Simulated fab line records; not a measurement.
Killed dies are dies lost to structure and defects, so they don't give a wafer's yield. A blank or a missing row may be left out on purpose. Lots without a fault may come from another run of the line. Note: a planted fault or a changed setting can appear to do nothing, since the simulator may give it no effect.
Split-lot trial + flow n5_finfet + 21 wafers read across 7 lots, on a route 1938 steps long

ABOUT THE SPLIT
At N5_FIN_SAQP_HM_DEP_03 (deposits SiNx from SiH4/NH3/N2, target thk 38 nm, time 33.6 s), the setting time_s was moved away from the recipe's 33.6 s on 7 of the 21 wafers read, by -11.5% to +11.6%. The other wafers ran this setting at the recipe's value.

FROM THE SPLIT TO THE READING: what the file shows between them, 10 steps
- N5_FIN_SAQP_THK_MEAS_05
- N5_FIN_SAQP_EXPOSE_13: exposes mask FIN CORE, target cd 35.6 nm (also split here: dose_mj)
- N5_FIN_SAQP_PEB_14: peb time 60 s
- N5_FIN_SAQP_DEVELOP_15: develop time 30 s
- N5_FIN_SAQP_CD_MEAS_16: target cd 35.6 nm
- N5_FIN_SAQP_MANDREL2_REMOVE_60: chemistry HBr/Cl2/O2, target a-Si, stops on SiNx, bt time 10 s
- N5_FIN_SAQP_HM_OPEN_33: chemistry CH3F/O2, target SiNx, target depth 49.4 nm, time 70.6 s
- N5_FIN_SAQP_ETCH_34: etches SiO2 in C4F6/O2, target depth 45 nm, time 15 s
- N5_FIN_SAQP_STRIP_77: strips in N2/H2, time 90 s
- N5_FIN_SAQP_ETCH_64: etches SiO2 in CF4, target depth 1.5 nm

THE READING
SiNx_of_FIN_SAQP_HM_DEP_03.thk_nm (the simulator's own value, which no gauge read), in nm, at N5_FIN_SAQP_FIN_ETCH_36 (etches the open film in HBr/Cl2/O2, target depth 120 nm, time 50.4 s). No usual value for it is given in the file. Average 21.1 nm, standard deviation 0.51 nm, over the 14 wafers here run with the recipe.

| wafer  | tool, chamber at the split | time_s as run, s | against the recipe | SiNx_of_FIN_SAQP_HM_DEP_03.thk_nm, nm | against lot-mates on the recipe |
|--------|----------------------------|------------------|--------------------|---------------------------------------|---------------------------------|
| L075.3 | pecvd-03, 1                | 33.6             | recipe             | 20.6                                  | -                               |
| L075.4 | pecvd-03, 1                | 33.6             | recipe             | 21.6                                  | -                               |
| L075.6 | pecvd-03, 0                | 29.75            | -11.5%             | 17                                    | -4.1                            |
| L076.3 | pecvd-03, 0                | 33.6             | recipe             | 20.6                                  | -                               |
| L076.5 | pecvd-03, 2                | 35               | +4.2%              | 22.6                                  | +1.4                            |
| L076.6 | pecvd-03, 1                | 33.6             | recipe             | 21.8                                  | -                               |
| L080.1 | pecvd-01, 2                | 30.62            | -8.9%              | 18                                    | -2.7                            |
| L080.2 | pecvd-01, 0                | 33.6             | recipe             | 20.8                                  | -                               |
| L080.3 | pecvd-01, 1                | 33.6             | recipe             | 20.6                                  | -                               |
| L081.1 | pecvd-01, 0                | 33.6             | recipe             | 20.2                                  | -                               |
| L081.2 | pecvd-01, 1                | 33.6             | recipe             | 20.6                                  | -                               |
| L081.4 | pecvd-01, 2                | 33.6             | recipe             | 21.8                                  | -                               |
| L083.2 | pecvd-03, 0                | 35.68            | +6.2%              | 23.6                                  | +2.6                            |
| L083.5 | pecvd-03, 0                | 35.68            | +6.2%              | 23.8                                  | +2.8                            |
| L083.6 | pecvd-03, 2                | 33.6             | recipe             | 21                                    | -                               |
| L085.4 | pecvd-02, 2                | 33.6             | recipe             | 21                                    | -                               |
| L085.5 | pecvd-02, 1                | 33.6             | recipe             | 21.6                                  | -                               |
| L085.6 | pecvd-02, 0                | 33.6             | recipe             | 21.2                                  | -                               |
| L092.2 | pecvd-01, 0                | 37.49            | +11.6%             | 25.4                                  | +3.8                            |
| L092.5 | pecvd-01, 0                | 37.49            | +11.6%             | 26                                    | +4.4                            |
| L092.6 | pecvd-01, 2                | 33.6             | recipe             | 21.6                                  | -                               |

FIT RESULTS
A straight line over all 21 wafers: SiNx_of_FIN_SAQP_HM_DEP_03.thk_nm changes by +0.382 nm for each +1% of time_s; r = +0.98; the points scatter about the line by 0.47 nm.
The same after taking each lot's own level away (the mean of its wafers on the recipe; 21 wafers): +0.357 nm for each +1%; r = +0.98; scatter 0.44 nm.
The reading moves by 4.1 nm for the largest change in time_s, on that fit.
The lots' own levels span 20.70 to 21.60 nm, that is 1.8 times the standard deviation above.
Hence the lot-to-lot level has little effect on the slope; both slopes agree.
Check: for one of the wafers moved furthest among these (+11.6%), held out of the fit, the line's prediction against its lot-mates is +4.32 nm. It came out at +3.8 nm against them.

THESE WAFERS: OTHER SPLITS
Note: prior to the reading, these wafers also went through further splits. Each is held against what the fit with the lots' levels taken away leaves over:
| other split on the same wafers                    | wafers away from the commonest value | r with SiNx_of_FIN_SAQP_HM_DEP_03.thk_nm (lot level and that fit taken away) |
|---------------------------------------------------|--------------------------------------|------------------------------------------------------------------------------|
| N5_WELL_APT_COAT_02 spin_rpm                      | 6                                    | +0.16                                                                        |
| N5_PMOS_HMC_CHANNEL_EPI_PEB_07 peb_time_s         | 6                                    | -0.16                                                                        |
| N5_PMOS_HMC_CHANNEL_EPI_DEVELOP_08 develop_time_s | 8                                    | -0.09                                                                        |
| N5_FIN_SAQP_EXPOSE_13 dose_mj                     | 4                                    | +0.09                                                                        |

THE WHOLE CHAIN: every reading that the file lists as answering this split, in the file's order
| step                    | what it does                                                         | reading                                                                            | change (the file's fit)               | r (the file's) |
|-------------------------|----------------------------------------------------------------------|------------------------------------------------------------------------------------|---------------------------------------|----------------|
| N5_FIN_SAQP_HM_DEP_03   | deposits SiNx from SiH4/NH3/N2, target thk 38 nm, time 33.6 s        | SiNx_of_FIN_SAQP_HM_DEP_03.thk_nm (the simulator's own value, which no gauge read) | +0.362 nm for each +1% of the setting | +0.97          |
| N5_FIN_SAQP_THK_MEAS_05 |                                                                      | thk_nm                                                                             | withheld for each +1% of the setting  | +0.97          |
| N5_FIN_SAQP_HM_OPEN_33  | chemistry CH3F/O2, target SiNx, target depth 49.4 nm, time 70.6 s    | etch_rf_on_time_s                                                                  | withheld for each +1% of the setting  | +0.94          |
| N5_FIN_SAQP_HM_OPEN_33  | chemistry CH3F/O2, target SiNx, target depth 49.4 nm, time 70.6 s    | etch.depth_nm (the simulator's own value, which no gauge read)                     | +0.361 nm for each +1% of the setting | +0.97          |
| N5_FIN_SAQP_FIN_ETCH_36 | etches the open film in HBr/Cl2/O2, target depth 120 nm, time 50.4 s | SiNx_of_FIN_SAQP_HM_DEP_03.thk_nm (the simulator's own value, which no gauge read) | +0.353 nm for each +1% of the setting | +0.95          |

FILE'S OWN FIT
SiNx_of_FIN_SAQP_HM_DEP_03.thk_nm changes by +0.353 nm for each +1% of time_s, r = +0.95.
